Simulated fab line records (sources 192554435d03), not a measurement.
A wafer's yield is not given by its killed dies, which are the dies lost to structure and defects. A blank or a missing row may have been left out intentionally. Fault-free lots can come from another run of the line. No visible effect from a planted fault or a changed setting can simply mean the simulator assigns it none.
Matching of chambers + flow n5-finfet + 3 sister chambers for N5_BEOL_M8_PECVD_70 on pecvd-02
The step deposits SiO2 from TEOS/O2, target thk 20 nm, time 22.7 s. 18 wafers are shown with their chamber, then 9 later ones without.

## WAFERS WITH THEIR CHAMBER
| wafer  | chamber | showerhead-plenum-p-Torr (Torr) | throttle-valve-pct (%) | heater-power-w (W) |
|--------|---------|---------------------------------|------------------------|--------------------|
| L076.1 | 0       | 8.76                            | 22.6                   | 676                |
| L076.3 | 2       | 8.86                            | 22.9                   | 762                |
| L076.5 | 2       | 8.84                            | 23.0                   | 764                |
| L079.2 | 2       | 8.86                            | 23.5                   | 747                |
| L079.4 | 0       | 8.75                            | 22.8                   | 739                |
| L079.6 | 1       | 8.86                            | 23.5                   | 701                |
| L081.1 | 0       | 8.73                            | 22.5                   | 765                |
| L081.2 | 2       | 8.82                            | 23.2                   | 674                |
| L081.5 | 0       | 8.73                            | 22.6                   | 768                |
| L080.1 | 0       | 8.76                            | 22.8                   | 746                |
| L080.2 | 2       | 8.83                            | 22.9                   | 751                |
| L080.5 | 0       | 8.75                            | 22.5                   | 739                |
| L087.3 | 2       | 8.88                            | 22.9                   | 754                |
| L087.5 | 1       | 8.84                            | 23.9                   | 690                |
| L087.6 | 0       | 8.74                            | 22.9                   | 798                |
| L085.2 | 2       | 8.86                            | 23.4                   | 700                |
| L085.5 | 2       | 8.83                            | 23.1                   | 688                |
| L085.6 | 0       | 8.75                            | 22.7                   | 750                |

SIGNATURES, as means of the wafers listed above
| reading                  | chamber 0 | chamber 1 | chamber 2 | scatter within a chamber |
|--------------------------|-----------|-----------|-----------|--------------------------|
| showerhead-plenum-p-Torr | 8.7462    | 8.8500    | 8.8475    | 0.0166                   |
| throttle-valve-pct       | 22.675    | 23.700    | 23.113    | 0.204                    |
| heater-power-w           | 747.62    | 695.50    | 730.00    | 34.5                     |
Rule: distance of a wafer from a chamber = root of the sum over the readings of ((wafer's reading minus chamber's mean) / reading's scatter) squared. The wafer belongs to the nearest chamber; if the next one is less than 2 further off, it can't be placed. The scatter: take each reading less its chamber's mean, square it, sum over the shown wafers, divide by the number of wafers less the number of chambers, and take the root.

## WAFERS MISSING THEIR CHAMBER
| wafer  | showerhead-plenum-p-Torr (Torr) | throttle-valve-pct (%) | heater-power-w (W) |
|--------|---------------------------------|------------------------|--------------------|
| L091.1 | 8.74                            | 22.8                   | 648                |
| L091.4 | 8.85                            | 23.2                   | 784                |
| L091.5 | 8.73                            | 22.8                   | 645                |
| L093.1 | 8.74                            | 22.6                   | 723                |
| L093.4 | 8.76                            | 22.5                   | 732                |
| L093.6 | 8.83                            | 23.7                   | 720                |
| L096.1 | 8.83                            | 23.7                   | 721                |
| L096.3 | 8.84                            | 23.5                   | 771                |
| L096.5 | 8.75                            | 22.4                   | 785                |

## WHICH CHAMBER EACH ONE RAN IN
| wafer  | from the rows above     | in truth |
|--------|-------------------------|----------|
| L091.1 | 0                       | 0        |
| L091.4 | can't be placed: 2 or 1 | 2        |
| L091.5 | 0                       | 0        |
| L093.1 | 0                       | 0        |
| L093.4 | 0                       | 0        |
| L093.6 | can't be placed: 1 or 2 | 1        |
| L096.1 | can't be placed: 1 or 2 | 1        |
| L096.3 | can't be placed: 2 or 1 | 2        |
| L096.5 | 0                       | 0        |
Correctly placed: 5 of 9. Not placeable from these rows: 4 (in 4, the candidates include the true chamber). 0 placed wrongly.
